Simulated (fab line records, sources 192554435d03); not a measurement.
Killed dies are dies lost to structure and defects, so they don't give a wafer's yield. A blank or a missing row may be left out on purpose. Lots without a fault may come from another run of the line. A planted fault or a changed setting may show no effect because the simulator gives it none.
Split-lot experiment | flow n5_finfet | 7 lots, 21 wafers read, on a route of 1938 steps

THE SPLIT
At N5_BEOL_M3_COAT_05 (resist thk 30 nm), the setting spin_rpm was moved away from the recipe's 1500 rpm on 6 of the 21 wafers read, by -8.7% to -5.6%. The other wafers ran this setting at the recipe's value.

FROM THE SPLIT TO THE READING: what the file shows between them, 4 steps
- N5_BEOL_M3_EBR_07
- N5_BEOL_M3_SOFTBAKE_06: time 60 s
- N5_BEOL_M3_EXPOSE_08: exposes mask M3
- N5_BEOL_M3_PEB_09: peb time 60 s

THE READING
CAR-EUV_of_BEOL_M3_COAT_05.thk_nm (the simulator's own value, which no gauge read), in nm, at N5_BEOL_M3_DEVELOP_10 (develop time 30 s). The file gives no usual value for it. The 15 wafers here that ran the recipe average 29.6 nm, standard deviation 0.16 nm.

wafer  | tool, chamber at the split | spin_rpm as run, rpm | against the recipe | CAR-EUV_of_BEOL_M3_COAT_05.thk_nm, nm | against lot-mates on the recipe
L074.2 | litho_track-03, 0          | 1500                 | recipe             | 29.8                                  | -
L074.6 | litho_track-03, 0          | 1500                 | recipe             | 29.8                                  | -
L074.4 | litho_track-03, 0          | 1500                 | recipe             | 29.6                                  | -
L075.2 | litho_track-05, 0          | 1500                 | recipe             | 29.8                                  | -
L075.5 | litho_track-05, 0          | 1500                 | recipe             | 29.8                                  | -
L075.6 | litho_track-05, 0          | 1500                 | recipe             | 29.8                                  | -
L080.1 | litho_track-03, 0          | 1373                 | -8.5%              | 30.8                                  | +1.2
L080.5 | litho_track-03, 0          | 1373                 | -8.5%              | 30.8                                  | +1.2
L080.4 | litho_track-03, 0          | 1500                 | recipe             | 29.6                                  | -
L086.2 | litho_track-05, 0          | 1500                 | recipe             | 29.4                                  | -
L086.4 | litho_track-05, 0          | 1500                 | recipe             | 29.4                                  | -
L086.5 | litho_track-05, 0          | 1500                 | recipe             | 29.4                                  | -
L087.1 | litho_track-02, 0          | 1500                 | recipe             | 29.6                                  | -
L087.2 | litho_track-02, 0          | 1500                 | recipe             | 29.6                                  | -
L087.6 | litho_track-02, 0          | 1500                 | recipe             | 29.6                                  | -
L095.1 | litho_track-05, 0          | 1370                 | -8.7%              | 31                                    | no lot-mate on the recipe
L095.2 | litho_track-05, 0          | 1370                 | -8.7%              | 31                                    | no lot-mate on the recipe
L095.4 | litho_track-05, 0          | 1370                 | -8.7%              | 31                                    | no lot-mate on the recipe
L096.1 | litho_track-02, 0          | 1500                 | recipe             | 29.4                                  | -
L096.2 | litho_track-02, 0          | 1500                 | recipe             | 29.4                                  | -
L096.4 | litho_track-02, 0          | 1416                 | -5.6%              | 30.4                                  | +1.0

THE FIT
A straight line over all 21 wafers: CAR-EUV_of_BEOL_M3_COAT_05.thk_nm changes by -0.153 nm for each +1% of spin_rpm; r = -0.97; the points scatter about the line by 0.15 nm.
The same after taking each lot's own level away (the mean of its wafers on the recipe; 18 wafers): -0.148 nm for each +1%; r = -0.99; scatter 0.062 nm.
On that fit, the largest move of spin_rpm shifts the reading by 1.3 nm.
The lots' own levels span 29.40 to 29.80 nm, that is 2.4 times the standard deviation above.
So the lot-to-lot level changes the slope little: the two slopes agree.
Check: with one of the wafers moved furthest among these (-8.5%) left out of the fit, the line predicts +1.29 nm for it against its lot-mates. It came out at +1.2 nm against them.

OTHER SPLITS ON THESE WAFERS
These wafers also went through other splits before the reading. Each is held against what the fit with the lots' levels taken away leaves over:
other split on the same wafers | wafers away from the commonest value | r with CAR-EUV_of_BEOL_M3_COAT_05.thk_nm (lot level and that fit taken away)
N5_BEOL_M1_EXPOSE_25 dose_mj   | 10                                   | -0.10
N5_BEOL_M1_SPUTTER_81 time_s   | 6                                    | +0.00

THE WHOLE CHAIN: every reading that the file lists as answering this split, in the file's order
step                  | what it does      | reading                                                                            | change (the file's fit)               | r (the file's)
N5_BEOL_M3_COAT_05    | resist thk 30 nm  | CAR-EUV_of_BEOL_M3_COAT_05.thk_nm (the simulator's own value, which no gauge read) | -0.164 nm for each +1% of the setting | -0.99
N5_BEOL_M3_DEVELOP_10 | develop time 30 s | CAR-EUV_of_BEOL_M3_COAT_05.thk_nm (the simulator's own value, which no gauge read) | -0.153 nm for each +1% of the setting | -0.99

THE FILE'S OWN FIT
CAR-EUV_of_BEOL_M3_COAT_05.thk_nm changes by -0.153 nm for each +1% of spin_rpm, r = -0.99.
